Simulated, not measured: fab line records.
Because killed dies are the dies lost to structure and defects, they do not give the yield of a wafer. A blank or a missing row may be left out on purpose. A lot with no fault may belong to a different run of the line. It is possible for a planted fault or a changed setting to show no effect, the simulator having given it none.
Matching of chambers    flow n5 finfet    N5_BEOL_M11_STRIP_36 on rie diel-03 has 4 sister chambers
The step strips in N2/H2. 14 wafers are shown with their chamber, then 7 later ones without.

## WAFERS, EACH WITH ITS CHAMBER
wafer   chamber  drypump motor current A (A)  throttle valve pct (%)  showerhead plenum p Torr (Torr)
L081.2  1        6.1                          23.63                   2.63
L081.3  3        5.9                          23.96                   2.63
L081.4  2        4.9                          23.27                   2.48
L084.1  0        6.7                          24.20                   2.54
L084.2  2        4.9                          23.25                   2.48
L084.4  1        6.1                          23.61                   2.63
L087.2  0        6.7                          24.17                   2.54
L087.4  2        4.9                          23.30                   2.47
L087.5  1        6.1                          23.66                   2.63
L088.3  1        6.1                          23.63                   2.63
L088.4  2        4.9                          23.27                   2.47
L088.5  0        6.7                          24.15                   2.54
L091.3  1        6.1                          23.66                   2.62
L091.4  3        6.0                          23.98                   2.62

SIGNATURES, as means of the wafers listed above
reading                   chamber 0  chamber 1  chamber 2  chamber 3  scatter within a chamber
drypump motor current A   6.700      6.100      4.900      5.950      0.0224
throttle valve pct        24.1733    23.6380    23.2725    23.9700    0.0215
showerhead plenum p Torr  2.5400     2.6280     2.4750     2.6250     0.0048
Rule: for a wafer and a chamber, the distance is found by dividing, reading by reading, the gap between the wafer's reading and the chamber's mean by the reading's scatter, squaring, summing and taking the root. The wafer belongs to the nearest chamber; if the next one is less than 2 further off, it can't be placed. How the scatter is found: for the shown wafers, subtract from each reading the mean of its chamber, square and add these, divide the total by (wafers less chambers), then take the root.

## WAFERS WHOSE CHAMBER IS MISSING
wafer   drypump motor current A (A)  throttle valve pct (%)  showerhead plenum p Torr (Torr)
L091.5  4.9                          23.29                   2.47
L094.1  5.9                          24.00                   2.61
L094.4  4.9                          23.28                   2.47
L094.5  6.8                          24.20                   2.54
L097.1  4.9                          23.30                   2.47
L097.2  6.0                          23.99                   2.61
L097.5  4.9                          23.33                   2.47

## THE CHAMBER EACH PASSED THROUGH
wafer   from the rows above  in truth
L091.5  2                    2
L094.1  3                    3
L094.4  2                    2
L094.5  0                    0
L097.1  2                    2
L097.2  3                    3
L097.5  2                    2
Correctly placed: 7 of 7. Not placeable from these rows: 0. Wrongly placed: 0.
